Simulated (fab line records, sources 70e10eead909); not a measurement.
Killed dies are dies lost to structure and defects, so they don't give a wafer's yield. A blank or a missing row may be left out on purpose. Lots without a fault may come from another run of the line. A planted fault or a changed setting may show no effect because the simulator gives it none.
Chamber matching | flow nand_harc | NHARC_A_CHANNEL_FILL_D1_ALD_14 on ald_hk-03: 4 sister chambers
The step deposits SiO2, target thk 2.5 nm, pulse time 10 s, ald cycles 25. 16 wafers are shown with their chamber, then 8 later ones without.

WAFERS WITH THEIR CHAMBER
wafer  | chamber | heater_power_outer_w (W) | heater_power_w (W) | precursor_pulse_height_rel
L074.1 | 1       | 311                      | 509                | 1.021
L074.3 | 0       | 269                      | 442                | 1.004
L074.6 | 0       | 266                      | 452                | 1.036
L075.3 | 1       | 305                      | 503                | 1.004
L075.5 | 1       | 310                      | 528                | 0.974
L075.6 | 2       | 291                      | 557                | 1.013
L077.2 | 3       | 218                      | 425                | 0.978
L077.4 | 1       | 314                      | 505                | 1.029
L077.6 | 2       | 294                      | 570                | 1.016
L080.1 | 3       | 220                      | 413                | 0.978
L080.2 | 2       | 303                      | 572                | 1.013
L080.6 | 0       | 263                      | 458                | 1.032
L082.3 | 3       | 219                      | 416                | 0.998
L082.4 | 1       | 317                      | 510                | 0.965
L082.6 | 1       | 316                      | 509                | 0.979
L083.1 | 0       | 265                      | 445                | 0.977

SIGNATURES (means of the wafers above)
reading                    | chamber 0 | chamber 1 | chamber 2 | chamber 3 | scatter within a chamber
heater_power_outer_w       | 265.75    | 312.17    | 296.00    | 219.00    | 4.06
heater_power_w             | 449.25    | 510.67    | 566.33    | 418.00    | 7.97
precursor_pulse_height_rel | 1.01225   | 0.99533   | 1.01400   | 0.98467   | 0.0224
Rule: a wafer's distance from a chamber is the root of the sum, over the readings, of the square of ((its reading less the chamber's mean) divided by the reading's scatter). The wafer belongs to the nearest chamber; if the next one is less than 2 further off, it can't be placed. The scatter: the root of (the sum of the squares of (reading less its chamber's mean) over the shown wafers, divided by (wafers less chambers)).

WAFERS WITHOUT THEIR CHAMBER
wafer  | heater_power_outer_w (W) | heater_power_w (W) | precursor_pulse_height_rel
L083.5 | 214                      | 406                | 1.010
L083.6 | 266                      | 443                | 0.990
L085.2 | 213                      | 410                | 1.017
L085.4 | 302                      | 570                | 0.987
L085.6 | 216                      | 423                | 1.023
L087.3 | 267                      | 443                | 1.006
L087.4 | 214                      | 413                | 0.988
L087.5 | 312                      | 513                | 1.033

WHICH CHAMBER EACH WENT THROUGH
wafer  | from the rows above | in truth
L083.5 | 3                   | 3
L083.6 | 0                   | 0
L085.2 | 3                   | 3
L085.4 | 2                   | 2
L085.6 | 3                   | 3
L087.3 | 0                   | 0
L087.4 | 3                   | 3
L087.5 | 1                   | 1
Placed correctly: 8 of 8. Can't be placed from these rows: 0. Placed wrongly: 0.
